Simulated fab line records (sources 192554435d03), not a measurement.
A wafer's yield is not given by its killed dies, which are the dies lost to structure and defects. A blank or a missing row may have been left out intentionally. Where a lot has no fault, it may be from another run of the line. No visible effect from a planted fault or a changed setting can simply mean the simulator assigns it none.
Split-lot experiment / flow n5_finfet / 39 wafers read from 7 lots, route of 1938 steps

## ON THE SPLIT
At N5_MOL_CONTACT_COAG_ETCH_15 (etches SiNx in CH3F/O2, stops on Si:P, target depth 7 nm), the setting target_depth_a was moved away from the recipe's 70 angstrom on 15 of the 39 wafers read, by -46.1% to +58.4%. The other wafers ran this setting at the recipe's value.

The file shows no step between the split and the reading.

## THE READING
SOC_of_MOL_CONTACT_COAG_COAT_103.thk_nm (the simulator's own value, which no gauge read), in nm, at N5_MOL_CONTACT_COAG_ETCH_110 (etches Si in CF4/O2, target depth 2.5 nm, time 8 s). No usual value for it is given in the file. Across the 24 wafers here that went through the recipe, the average is 73.8 nm and the standard deviation 0.31 nm.

wafer=L076.1; tool, chamber at the split=rie_diel-01, 2,1; target_depth_a as run, angstrom=37.7; against the recipe=-46.1%; SOC_of_MOL_CONTACT_COAG_COAT_103.thk_nm, nm=75.6; against lot-mates on the recipe=+1.4
wafer=L076.2; tool, chamber at the split=rie_diel-01, 2,1; target_depth_a as run, angstrom=37.7; against the recipe=-46.1%; SOC_of_MOL_CONTACT_COAG_COAT_103.thk_nm, nm=75.4; against lot-mates on the recipe=+1.2
wafer=L076.3; tool, chamber at the split=rie_diel-01, 0; target_depth_a as run, angstrom=70; against the recipe=recipe; SOC_of_MOL_CONTACT_COAG_COAT_103.thk_nm, nm=74.2; against lot-mates on the recipe=-
wafer=L076.4; tool, chamber at the split=rie_diel-01, 3; target_depth_a as run, angstrom=70; against the recipe=recipe; SOC_of_MOL_CONTACT_COAG_COAT_103.thk_nm, nm=74.4; against lot-mates on the recipe=-
wafer=L076.5; tool, chamber at the split=rie_diel-01, 0; target_depth_a as run, angstrom=70; against the recipe=recipe; SOC_of_MOL_CONTACT_COAG_COAT_103.thk_nm, nm=74; against lot-mates on the recipe=-
wafer=L076.6; tool, chamber at the split=rie_diel-01, 3; target_depth_a as run, angstrom=37.7; against the recipe=-46.1%; SOC_of_MOL_CONTACT_COAG_COAT_103.thk_nm, nm=76; against lot-mates on the recipe=+1.8
wafer=L080.1; tool, chamber at the split=rie_diel-01, 0,2; target_depth_a as run, angstrom=110.9; against the recipe=+58.4%; SOC_of_MOL_CONTACT_COAG_COAT_103.thk_nm, nm=71.6; against lot-mates on the recipe=-1.7
wafer=L080.2; tool, chamber at the split=rie_diel-01, 0,2; target_depth_a as run, angstrom=110.9; against the recipe=+58.4%; SOC_of_MOL_CONTACT_COAG_COAT_103.thk_nm, nm=71.4; against lot-mates on the recipe=-1.9
wafer=L080.3; tool, chamber at the split=rie_diel-01, 1; target_depth_a as run, angstrom=70; against the recipe=recipe; SOC_of_MOL_CONTACT_COAG_COAT_103.thk_nm, nm=73; against lot-mates on the recipe=-
wafer=L080.4; tool, chamber at the split=rie_diel-01, 3; target_depth_a as run, angstrom=70; against the recipe=recipe; SOC_of_MOL_CONTACT_COAG_COAT_103.thk_nm, nm=73.6; against lot-mates on the recipe=-
wafer=L080.5; tool, chamber at the split=rie_diel-01, 3; target_depth_a as run, angstrom=70; against the recipe=recipe; SOC_of_MOL_CONTACT_COAG_COAT_103.thk_nm, nm=73.4; against lot-mates on the recipe=-
wafer=L080.6; tool, chamber at the split=rie_diel-01, 0; target_depth_a as run, angstrom=110.9; against the recipe=+58.4%; SOC_of_MOL_CONTACT_COAG_COAT_103.thk_nm, nm=71; against lot-mates on the recipe=-2.3
wafer=L081.2; tool, chamber at the split=rie_diel-01, 2; target_depth_a as run, angstrom=70; against the recipe=recipe; SOC_of_MOL_CONTACT_COAG_COAT_103.thk_nm, nm=73.6; against lot-mates on the recipe=-
wafer=L081.3; tool, chamber at the split=rie_diel-01, 1; target_depth_a as run, angstrom=70; against the recipe=recipe; SOC_of_MOL_CONTACT_COAG_COAT_103.thk_nm, nm=73.8; against lot-mates on the recipe=-
wafer=L081.6; tool, chamber at the split=rie_diel-01, 3; target_depth_a as run, angstrom=70; against the recipe=recipe; SOC_of_MOL_CONTACT_COAG_COAT_103.thk_nm, nm=74; against lot-mates on the recipe=-
wafer=L084.1; tool, chamber at the split=rie_diel-01, 1,2; target_depth_a as run, angstrom=58.71; against the recipe=-16.1%; SOC_of_MOL_CONTACT_COAG_COAT_103.thk_nm, nm=74.4; against lot-mates on the recipe=+0.3
wafer=L084.3; tool, chamber at the split=rie_diel-01, 1,2; target_depth_a as run, angstrom=58.71; against the recipe=-16.1%; SOC_of_MOL_CONTACT_COAG_COAT_103.thk_nm, nm=74.4; against lot-mates on the recipe=+0.3
wafer=L084.2; tool, chamber at the split=rie_diel-01, 0; target_depth_a as run, angstrom=58.71; against the recipe=-16.1%; SOC_of_MOL_CONTACT_COAG_COAT_103.thk_nm, nm=74.6; against lot-mates on the recipe=+0.5
wafer=L084.4; tool, chamber at the split=rie_diel-01, 0,2,1; target_depth_a as run, angstrom=70; against the recipe=recipe; SOC_of_MOL_CONTACT_COAG_COAT_103.thk_nm, nm=74.2; against lot-mates on the recipe=-
wafer=L084.5; tool, chamber at the split=rie_diel-01, 0,2,1; target_depth_a as run, angstrom=70; against the recipe=recipe; SOC_of_MOL_CONTACT_COAG_COAT_103.thk_nm, nm=74.2; against lot-mates on the recipe=-
wafer=L084.6; tool, chamber at the split=rie_diel-01, 0,2,1; target_depth_a as run, angstrom=70; against the recipe=recipe; SOC_of_MOL_CONTACT_COAG_COAT_103.thk_nm, nm=74; against lot-mates on the recipe=-
wafer=L085.1; tool, chamber at the split=rie_diel-01, 2; target_depth_a as run, angstrom=50.74; against the recipe=-27.5%; SOC_of_MOL_CONTACT_COAG_COAT_103.thk_nm, nm=74.4; against lot-mates on the recipe=+0.9
wafer=L085.2; tool, chamber at the split=rie_diel-01, 1,0; target_depth_a as run, angstrom=70; against the recipe=recipe; SOC_of_MOL_CONTACT_COAG_COAT_103.thk_nm, nm=73.4; against lot-mates on the recipe=-
wafer=L085.3; tool, chamber at the split=rie_diel-01, 0; target_depth_a as run, angstrom=70; against the recipe=recipe; SOC_of_MOL_CONTACT_COAG_COAT_103.thk_nm, nm=73.6; against lot-mates on the recipe=-
wafer=L085.6; tool, chamber at the split=rie_diel-01, 1,0; target_depth_a as run, angstrom=70; against the recipe=recipe; SOC_of_MOL_CONTACT_COAG_COAT_103.thk_nm, nm=73.6; against lot-mates on the recipe=-
wafer=L085.4; tool, chamber at the split=rie_diel-01, 2; target_depth_a as run, angstrom=50.74; against the recipe=-27.5%; SOC_of_MOL_CONTACT_COAG_COAT_103.thk_nm, nm=74.6; against lot-mates on the recipe=+1.1
wafer=L085.5; tool, chamber at the split=rie_diel-01, 1; target_depth_a as run, angstrom=50.74; against the recipe=-27.5%; SOC_of_MOL_CONTACT_COAG_COAT_103.thk_nm, nm=74.6; against lot-mates on the recipe=+1.1
wafer=L095.1; tool, chamber at the split=rie_diel-01, 1,2; target_depth_a as run, angstrom=70; against the recipe=recipe; SOC_of_MOL_CONTACT_COAG_COAT_103.thk_nm, nm=73.6; against lot-mates on the recipe=-
wafer=L095.3; tool, chamber at the split=rie_diel-01, 1,2; target_depth_a as run, angstrom=70; against the recipe=recipe; SOC_of_MOL_CONTACT_COAG_COAT_103.thk_nm, nm=73.6; against lot-mates on the recipe=-
wafer=L095.2; tool, chamber at the split=rie_diel-01, 3,0,0; target_depth_a as run, angstrom=70; against the recipe=recipe; SOC_of_MOL_CONTACT_COAG_COAT_103.thk_nm, nm=73.8; against lot-mates on the recipe=-
wafer=L095.4; tool, chamber at the split=rie_diel-01, 3,0,0; target_depth_a as run, angstrom=70; against the recipe=recipe; SOC_of_MOL_CONTACT_COAG_COAT_103.thk_nm, nm=73.8; against lot-mates on the recipe=-
wafer=L095.5; tool, chamber at the split=rie_diel-01, 1; target_depth_a as run, angstrom=70; against the recipe=recipe; SOC_of_MOL_CONTACT_COAG_COAT_103.thk_nm, nm=73.8; against lot-mates on the recipe=-
wafer=L095.6; tool, chamber at the split=rie_diel-01, 3,0,0; target_depth_a as run, angstrom=70; against the recipe=recipe; SOC_of_MOL_CONTACT_COAG_COAT_103.thk_nm, nm=73.8; against lot-mates on the recipe=-
wafer=L097.1; tool, chamber at the split=rie_diel-06, 3,2; target_depth_a as run, angstrom=70; against the recipe=recipe; SOC_of_MOL_CONTACT_COAG_COAT_103.thk_nm, nm=73.6; against lot-mates on the recipe=-
wafer=L097.3; tool, chamber at the split=rie_diel-06, 3,2; target_depth_a as run, angstrom=70; against the recipe=recipe; SOC_of_MOL_CONTACT_COAG_COAT_103.thk_nm, nm=73.6; against lot-mates on the recipe=-
wafer=L097.2; tool, chamber at the split=rie_diel-06, 0; target_depth_a as run, angstrom=96.24; against the recipe=+37.5%; SOC_of_MOL_CONTACT_COAG_COAT_103.thk_nm, nm=72.2; against lot-mates on the recipe=-1.3
wafer=L097.6; tool, chamber at the split=rie_diel-06, 0; target_depth_a as run, angstrom=96.24; against the recipe=+37.5%; SOC_of_MOL_CONTACT_COAG_COAT_103.thk_nm, nm=72.2; against lot-mates on the recipe=-1.3
wafer=L097.4; tool, chamber at the split=rie_diel-06, 1; target_depth_a as run, angstrom=96.24; against the recipe=+37.5%; SOC_of_MOL_CONTACT_COAG_COAT_103.thk_nm, nm=72.6; against lot-mates on the recipe=-0.9
wafer=L097.5; tool, chamber at the split=rie_diel-06, 1; target_depth_a as run, angstrom=70; against the recipe=recipe; SOC_of_MOL_CONTACT_COAG_COAT_103.thk_nm, nm=73.4; against lot-mates on the recipe=-
Rows listing several chambers each stand for several wafers; the file does not say which wafer went through which chamber.

THE FIT
A straight line over all 39 wafers: SOC_of_MOL_CONTACT_COAG_COAT_103.thk_nm changes by -0.0396 nm for each +1% of target_depth_a; r = -0.96; the points scatter about the line by 0.3 nm.
The same after taking each lot's own level away (the mean of its wafers on the recipe; 39 wafers): -0.0329 nm for each +1%; r = -0.98; scatter 0.18 nm.
According to that fit, moving target_depth_a by its largest amount changes the reading by 1.9 nm.
From 73.33 to 74.20 nm: that is the span of the lots' own levels, equal to 2.8 times the standard deviation above.
Thus the slope moves with the lot-to-lot level: the two fits are different.
Check: for one of the wafers moved furthest among these (+58.4%), held out of the fit, the line's prediction against its lot-mates is -1.98 nm. Against them it came out at -1.73 nm.

## THESE WAFERS: OTHER SPLITS
Before the reading, these wafers also passed through other splits. Each is held against what the fit with the lots' levels taken away leaves over:
other split on the same wafers=N5_SD_EPI_N_ETCH_45 target_depth_a; wafers away from the commonest value=15; r with SOC_of_MOL_CONTACT_COAG_COAT_103.thk_nm (lot level and that fit taken away)=+0.11

## THE WHOLE CHAIN: every reading that the file lists as answering this split, in the file's order
step=N5_MOL_CONTACT_COAG_ETCH_15; what it does=etches SiNx in CH3F/O2, stops on Si:P, target depth 7 nm; reading=SOC_of_MOL_CONTACT_COAG_COAT_103.thk_nm (the simulator's own value, which no gauge read); change (the file's fit)=-0.0343 nm for each +1% of the setting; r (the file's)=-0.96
step=N5_MOL_CONTACT_COAG_ETCH_110; what it does=etches Si in CF4/O2, target depth 2.5 nm, time 8 s; reading=SOC_of_MOL_CONTACT_COAG_COAT_103.thk_nm (the simulator's own value, which no gauge read); change (the file's fit)=-0.0329 nm for each +1% of the setting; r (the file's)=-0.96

## FILE'S OWN FIT
SOC_of_MOL_CONTACT_COAG_COAT_103.thk_nm changes by -0.0329 nm for each +1% of target_depth_a, r = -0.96.
